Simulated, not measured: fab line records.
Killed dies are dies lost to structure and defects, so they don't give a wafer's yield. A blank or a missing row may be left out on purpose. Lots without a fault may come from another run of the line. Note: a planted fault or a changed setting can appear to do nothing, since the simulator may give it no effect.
Split-lot study :: flow n5_finfet :: on a route of 1938 steps: 7 lots, 21 wafers read

## ABOUT THE SPLIT
At N5_FIN_SAQP_FIN_ETCH_36 (etches the open film in HBr/Cl2/O2, target depth 120 nm, time 50.4 s), the setting icp_w was moved away from the recipe's 800 W on 7 of the 21 wafers read, by +7.2% to +15.2%. This setting was run at the recipe's value on the other wafers.

## FROM THE SPLIT TO THE READING: what the file shows between them, 3 steps
- N5_FIN_SAQP_PRECLEAN_38: cleans in O3/DIW, time 45 s
- N5_FIN_SAQP_PRECLEAN_45: cleans in dHF, time 10 s
- N5_FIN_SAQP_SRD_39: time 30 s

## THE READING
trench_depth_nm, in nm, at N5_FIN_SAQP_OCD_MEAS_76. Typical for fault-free wafers on this fab line: 120.2 nm, with standard deviation 2.2 nm.

wafer: L080.1
tool, chamber at the split: rie_si-05, 1
icp_w as run, W: 857.6
against the recipe: +7.2%
trench_depth_nm, nm: 123.6
against lot-mates on the recipe: +6.3

wafer: L080.2
tool, chamber at the split: rie_si-05, 2
icp_w as run, W: 857.6
against the recipe: +7.2%
trench_depth_nm, nm: 125.4
against lot-mates on the recipe: +8.1

wafer: L080.5
tool, chamber at the split: rie_si-05, 3
icp_w as run, W: 800
against the recipe: recipe
trench_depth_nm, nm: 117.3
against lot-mates on the recipe: -

wafer: L087.1
tool, chamber at the split: rie_si-04, 0
icp_w as run, W: 800
against the recipe: recipe
trench_depth_nm, nm: 123.0
against lot-mates on the recipe: -

wafer: L087.2
tool, chamber at the split: rie_si-04, 1
icp_w as run, W: 893.6
against the recipe: +11.7%
trench_depth_nm, nm: 124.9
against lot-mates on the recipe: +1.9

wafer: L087.4
tool, chamber at the split: rie_si-04, 2
icp_w as run, W: 893.6
against the recipe: +11.7%
trench_depth_nm, nm: 127.8
against lot-mates on the recipe: +4.8

wafer: L090.1
tool, chamber at the split: rie_si-04, 2
icp_w as run, W: 800
against the recipe: recipe
trench_depth_nm, nm: 120.6
against lot-mates on the recipe: -

wafer: L090.5
tool, chamber at the split: rie_si-04, 2
icp_w as run, W: 921.6
against the recipe: +15.2%
trench_depth_nm, nm: 129.6
against lot-mates on the recipe: +9.0

wafer: L090.6
tool, chamber at the split: rie_si-04, 3
icp_w as run, W: 921.6
against the recipe: +15.2%
trench_depth_nm, nm: 129.2
against lot-mates on the recipe: +8.6

wafer: L091.1
tool, chamber at the split: rie_si-01, 2
icp_w as run, W: 800
against the recipe: recipe
trench_depth_nm, nm: 119.2
against lot-mates on the recipe: -

wafer: L091.5
tool, chamber at the split: rie_si-01, 1
icp_w as run, W: 800
against the recipe: recipe
trench_depth_nm, nm: 119.3
against lot-mates on the recipe: -

wafer: L091.6
tool, chamber at the split: rie_si-01, 0
icp_w as run, W: 800
against the recipe: recipe
trench_depth_nm, nm: 116.9
against lot-mates on the recipe: -

wafer: L093.1
tool, chamber at the split: rie_si-04, 0
icp_w as run, W: 800
against the recipe: recipe
trench_depth_nm, nm: 121.4
against lot-mates on the recipe: -

wafer: L093.2
tool, chamber at the split: rie_si-04, 2
icp_w as run, W: 800
against the recipe: recipe
trench_depth_nm, nm: 119.5
against lot-mates on the recipe: -

wafer: L093.5
tool, chamber at the split: rie_si-04, 1
icp_w as run, W: 800
against the recipe: recipe
trench_depth_nm, nm: 120.8
against lot-mates on the recipe: -

wafer: L095.1
tool, chamber at the split: rie_si-04, 2
icp_w as run, W: 800
against the recipe: recipe
trench_depth_nm, nm: 120.2
against lot-mates on the recipe: -

wafer: L095.3
tool, chamber at the split: rie_si-04, 3
icp_w as run, W: 800
against the recipe: recipe
trench_depth_nm, nm: 121.7
against lot-mates on the recipe: -

wafer: L095.6
tool, chamber at the split: rie_si-04, 0
icp_w as run, W: 800
against the recipe: recipe
trench_depth_nm, nm: 123.3
against lot-mates on the recipe: -

wafer: L096.1
tool, chamber at the split: rie_si-04, 0
icp_w as run, W: 800
against the recipe: recipe
trench_depth_nm, nm: 123.6
against lot-mates on the recipe: -

wafer: L096.3
tool, chamber at the split: rie_si-04, 2
icp_w as run, W: 800
against the recipe: recipe
trench_depth_nm, nm: 121.1
against lot-mates on the recipe: -

wafer: L096.6
tool, chamber at the split: rie_si-04, 2
icp_w as run, W: 887.1
against the recipe: +10.9%
trench_depth_nm, nm: 127.3
against lot-mates on the recipe: +5.0

FIT RESULTS
A straight line over all 21 wafers: trench_depth_nm changes by +0.559 nm for each +1% of icp_w; r = +0.88; the points scatter about the line by 1.8 nm.
The same after taking each lot's own level away (the mean of its wafers on the recipe; 21 wafers): +0.514 nm for each +1%; r = +0.86; scatter 1.8 nm.
On that fit, the largest move of icp_w shifts the reading by 7.8 nm.
The span of the lots' own levels, 117.30 to 123.00 nm, comes to 2.6 times the standard deviation stated above.
So the lot-to-lot level changes the slope little: the two slopes agree.
Check: for one of the wafers moved furthest among these (+15.2%), held out of the fit, the line's prediction against its lot-mates is +7.61 nm. It came out at +9 nm against them.

## FURTHER SPLITS ON THESE WAFERS
These wafers also went through other splits before the reading. Each is held against what the fit with the lots' levels taken away leaves over:
other split on the same wafers: N5_PMOS_HMC_CHANNEL_EPI_PEB_07 peb_temp_c
wafers away from the commonest value: 9
r with trench_depth_nm (lot level and that fit taken away): +0.17

other split on the same wafers: N5_PMOS_HMC_CHANNEL_EPI_ETCH_32 bias_w
wafers away from the commonest value: 8
r with trench_depth_nm (lot level and that fit taken away): -0.03

other split on the same wafers: N5_FIN_SAQP_ETCH_34 source_w
wafers away from the commonest value: 9
r with trench_depth_nm (lot level and that fit taken away): -0.60

## THE WHOLE CHAIN: every reading that the file lists as answering this split, in the file's order
step: N5_FIN_SAQP_FIN_ETCH_36
what it does: etches the open film in HBr/Cl2/O2, target depth 120 nm, time 50.4 s
reading: FIN_SAQP.feature_depth_nm (the simulator's own value, which no gauge read)
change (the file's fit): +0.51 nm for each +1% of the setting
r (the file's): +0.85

step: N5_FIN_SAQP_FIN_ETCH_36
what it does: etches the open film in HBr/Cl2/O2, target depth 120 nm, time 50.4 s
reading: etch.depth_nm (the simulator's own value, which no gauge read)
change (the file's fit): +0.514 nm for each +1% of the setting
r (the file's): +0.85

step: N5_FIN_SAQP_OCD_MEAS_76
what it does: 
reading: trench_depth_nm
change (the file's fit): +0.518 nm for each +1% of the setting
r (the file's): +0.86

## THE FILE'S OWN FIT
trench_depth_nm changes by +0.518 nm for each +1% of icp_w, r = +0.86.
